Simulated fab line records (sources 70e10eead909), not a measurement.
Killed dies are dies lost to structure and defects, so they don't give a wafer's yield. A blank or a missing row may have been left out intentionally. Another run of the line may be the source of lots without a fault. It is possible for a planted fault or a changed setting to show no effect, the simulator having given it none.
Matching of chambers	flow nand_harc	NHARC_P_M2_CMP_23 on cmp-04 has 4 sister chambers
The step polishes, t overpolish 20 s, target thk 144.3 nm. 18 wafers are shown with their chamber, then 9 later ones without.

## EACH WAFER AND ITS CHAMBER
wafer	chamber	motor_current_A (A)	time_to_endpoint_s (s)
L080.1	1	12.2	25
L080.2	3	12.4	29
L080.4	2	14.1	34
L089.4	0	12.1	33
L089.5	0	12.0	35
L089.6	3	11.7	28
L090.1	2	14.6	31
L090.3	3	12.1	31
L090.5	2	13.8	29
L091.1	3	11.5	33
L091.5	2	13.7	33
L091.6	1	11.5	28
L092.2	3	11.6	30
L092.5	1	12.0	27
L092.6	0	12.0	31
L093.1	1	11.3	26
L093.2	0	11.6	32
L093.5	3	12.4	30

SIGNATURES (means of the wafers above)
reading	chamber 0	chamber 1	chamber 2	chamber 3	scatter within a chamber
motor_current_A	11.925	11.750	14.050	11.950	0.376
time_to_endpoint_s	32.75	26.50	31.75	30.17	1.76
Rule: for each reading, subtract the chamber's mean from the wafer's reading, divide by that reading's scatter and square the result; add these up over the readings and take the root, which gives the wafer's distance from the chamber. If the next closest chamber is less than 2 further off than the closest, the wafer can't be placed; otherwise it belongs to the closest. The scatter: the root of (the sum of the squares of (reading less its chamber's mean) over the shown wafers, divided by (wafers less chambers)).

## WAFERS MISSING THEIR CHAMBER
wafer	motor_current_A (A)	time_to_endpoint_s (s)
L095.1	14.3	25
L095.2	12.2	30
L095.4	11.5	29
L096.2	14.4	31
L096.4	11.7	33
L096.6	14.1	30
L097.3	11.8	28
L097.4	11.8	31
L097.5	11.7	32

## CHAMBER TAKEN BY EACH
wafer	from the rows above	in truth
L095.1	2	2
L095.2	can't be placed: 3 or 0 or 1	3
L095.4	can't be placed: 3 or 1 or 0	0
L096.2	2	2
L096.4	can't be placed: 0 or 3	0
L096.6	2	2
L097.3	can't be placed: 1 or 3 or 0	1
L097.4	can't be placed: 3 or 0 or 1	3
L097.5	can't be placed: 0 or 3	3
Correct placement for 3 of the 9. Not placeable from these rows: 6 (in 6, the candidates include the true chamber). Wrongly placed: 0.
